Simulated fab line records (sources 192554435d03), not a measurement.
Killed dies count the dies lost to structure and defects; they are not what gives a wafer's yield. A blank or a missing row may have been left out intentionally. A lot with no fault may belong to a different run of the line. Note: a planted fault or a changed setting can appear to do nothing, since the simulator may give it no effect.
A struck lot beside a sound one || flow n5 finfet || 14 out of 1938 route steps
Sound: the wafers L247.1, L247.2, L247.6. The struck wafers were L242.3, L242.4, L242.5. The cause is named last.
For every step that has rows: the tool of each side, followed by ch and its chambers, followed by its first start. Under that, the readings that differ: sound wafers || struck wafers || difference of the means || sigmas: that difference in standard deviations of wafers without a fault.
alike: readings with means less than 2 such deviations apart, plus words and numbers identical on both sides. not compared: withheld readings, readings lacking a value on some wafer, bounds such as >300 that could conceal the same value, and numbers that have no deviation in the record and whose values overlap.
A row with sigmas, a row that says differs or no value, or rows on one side alone: a step with any of these is where the two part. When numbers do not overlap yet have no deviation, they are printed without sigmas and do not part them. A reading missing from all wafers of one side parts the sides only when that side holds two or more wafers.

first, 9 steps without rows for these wafers: N5_BEOL_M1_EXPOSE_08 (exposes mask M1); N5_BEOL_M1_PEB_09 (peb time 60 s); N5_BEOL_M1_DEVELOP_10 (develop time 30 s); N5_BEOL_M1_DESCUM_16 (chemistry O2, time 7 s); N5_BEOL_M1_ETCH_74 (etches underlayer in N2/H2, target depth 6.5 nm, time 5.2 s); N5_BEOL_M1_ETCH_63 (etches SiARC in CF4, target depth 15.6 nm, time 26 s); N5_BEOL_M1_ETCH_64 (etches SOC in N2/H2, target depth 75 nm, overetch 15 nm, time 112.5 s); N5_BEOL_M1_STRIP_65 (strips in N2/H2); N5_BEOL_M1_STRIP_75 (strips in N2/H2).
N5_BEOL_M1_STRIP_66: strips in CF4.
  sound on rie diel-04 ch 2,3, day 10 11:26; struck on rie diel-05 ch 0,1,3, day 8 18:37
  no value came back on the struck wafers for any of 7 readings (bias power w (W), cf4 flow sccm (sccm) and others); on the sound wafers bias power w (W) reads 75.09 74.93 75.30
{"reading": "model.SiARC_of_BEOL_M1_COAT_62.thk nm (nm)", "sound": "0 0 0", "struck": "6.8 6.8 7", "difference": "+6.9", "sigmas": ""}
  not compared: rf hours counter h
N5_BEOL_M1_HM_OPEN_17: chemistry Cl2/BCl3, target TiN, target depth 20 nm, overetch 6 nm.
  sound on rie metal-02 ch 0,1, day 10 11:28; struck on rie metal-03 ch 0,1, day 8 18:41
{"reading": "drypump motor current A (A)", "sound": "5.6 6.1 6.1", "struck": "4.6 5.9 4.6", "difference": -0.9, "sigmas": -2}
  alike: he backside leak sccm, oes_ar_750_au, oes product au, throttle valve pct
  not compared: rf hours counter h, model.SiARC_of_BEOL_M1_COAT_62.thk nm
then, 1 step without rows for these wafers: N5_BEOL_M1_STRIP_19 (strips in O2).
-- a jump in the record: the struck wafers' starts before and after are 2 days apart (it breaks off in module BEOL_M1 and resumes in module BEOL_M4, where the first step shown is number 1111 of the route) --
N5_BEOL_M4_RC_MEAS_101:
  sound on prober-02 ch 0, day 12 15:31; struck on prober-01 ch 0, day 10 22:16
  alike: DIBL_N, DIBL_P, IOFF_N, IOFF_P, ION_N, ION_P, SS_N, SS_P, VT_N, VT_P
-- record jumps: 4 days separate the struck wafers' starts on either side; left off in module BEOL_M4, taken up again in module PASSIVATION, whose first shown step is the route's number 1936 --
N5_PASSIVATION_PROBE_49:
  struck on prober-02, day 15 09:11; sound on prober-02, day 16 21:29
{"reading": "sort_bin_8_speed (%)", "sound": "0 0 0", "struck": "0 0 0.17", "difference": "+0", "sigmas": "+2"}
  alike: defect limited yield, killed_at_M0_to_M3, killed_at_M4_up, killed at contacts, killed at front end, killed at other, killed dies, killed open, killed short, sort_bin_5_function, sort_bin_6_memory, sort n pass

## WHERE THEY PART
Earliest at N5_BEOL_M1_STRIP_66; latest, in this record, at N5_PASSIVATION_PROBE_49.

WHY: what the simulator had put in
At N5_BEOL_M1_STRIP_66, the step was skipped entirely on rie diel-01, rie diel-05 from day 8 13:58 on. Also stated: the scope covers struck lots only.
